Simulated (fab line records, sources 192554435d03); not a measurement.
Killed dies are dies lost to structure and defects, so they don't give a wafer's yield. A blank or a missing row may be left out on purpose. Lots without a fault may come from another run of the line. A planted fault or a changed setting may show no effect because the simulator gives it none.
Chamber matching | flow n5_finfet | N5_FIN_SAQP_PECVD_47 on pecvd-01: 3 sister chambers
The step deposits a-Si from SiH4/He, target thk 45 nm, time 36.3 s. 16 wafers are shown with their chamber, then 8 later ones without.

WAFERS WITH THEIR CHAMBER
wafer  | chamber | showerhead_plenum_p_Torr (Torr) | throttle_valve_pct (%) | heater_power_w (W)
L079.1 | 0       | 5.77                            | 19.0                   | 828
L079.4 | 2       | 5.59                            | 16.4                   | 696
L079.6 | 0       | 5.75                            | 18.6                   | 827
L081.3 | 2       | 5.58                            | 16.1                   | 851
L081.4 | 2       | 5.60                            | 16.1                   | 688
L081.6 | 0       | 5.77                            | 18.9                   | 856
L082.3 | 1       | 5.68                            | 18.2                   | 761
L082.4 | 0       | 5.75                            | 18.4                   | 847
L082.6 | 1       | 5.66                            | 18.5                   | 768
L083.2 | 1       | 5.67                            | 18.2                   | 721
L083.5 | 1       | 5.66                            | 18.1                   | 722
L083.6 | 2       | 5.60                            | 16.3                   | 776
L084.1 | 0       | 5.77                            | 18.7                   | 726
L084.3 | 2       | 5.60                            | 16.4                   | 793
L084.5 | 2       | 5.59                            | 16.5                   | 814
L086.1 | 0       | 5.76                            | 18.7                   | 855

SIGNATURES (means of the wafers above)
reading                  | chamber 0 | chamber 1 | chamber 2 | scatter within a chamber
showerhead_plenum_p_Torr | 5.7617    | 5.6675    | 5.5933    | 0.00916
throttle_valve_pct       | 18.717    | 18.250    | 16.300    | 0.188
heater_power_w           | 823.17    | 743.00    | 769.67    | 52.1
Rule: a wafer's distance from a chamber is the root of the sum, over the readings, of the square of ((its reading less the chamber's mean) divided by the reading's scatter). The wafer belongs to the nearest chamber; if the next one is less than 2 further off, it can't be placed. The scatter: the root of (the sum of the squares of (reading less its chamber's mean) over the shown wafers, divided by (wafers less chambers)).

WAFERS WITHOUT THEIR CHAMBER
wafer  | showerhead_plenum_p_Torr (Torr) | throttle_valve_pct (%) | heater_power_w (W)
L086.2 | 5.60                            | 16.1                   | 807
L086.3 | 5.67                            | 18.4                   | 746
L087.1 | 5.76                            | 18.7                   | 850
L087.2 | 5.58                            | 16.5                   | 710
L087.5 | 5.66                            | 18.3                   | 726
L089.1 | 5.60                            | 16.3                   | 700
L089.4 | 5.68                            | 18.3                   | 737
L089.6 | 5.59                            | 16.2                   | 711

WHICH CHAMBER EACH WENT THROUGH
wafer  | from the rows above | in truth
L086.2 | 2                   | 2
L086.3 | 1                   | 1
L087.1 | 0                   | 0
L087.2 | 2                   | 2
L087.5 | 1                   | 1
L089.1 | 2                   | 2
L089.4 | 1                   | 1
L089.6 | 2                   | 2
Placed correctly: 8 of 8. Can't be placed from these rows: 0. Placed wrongly: 0.
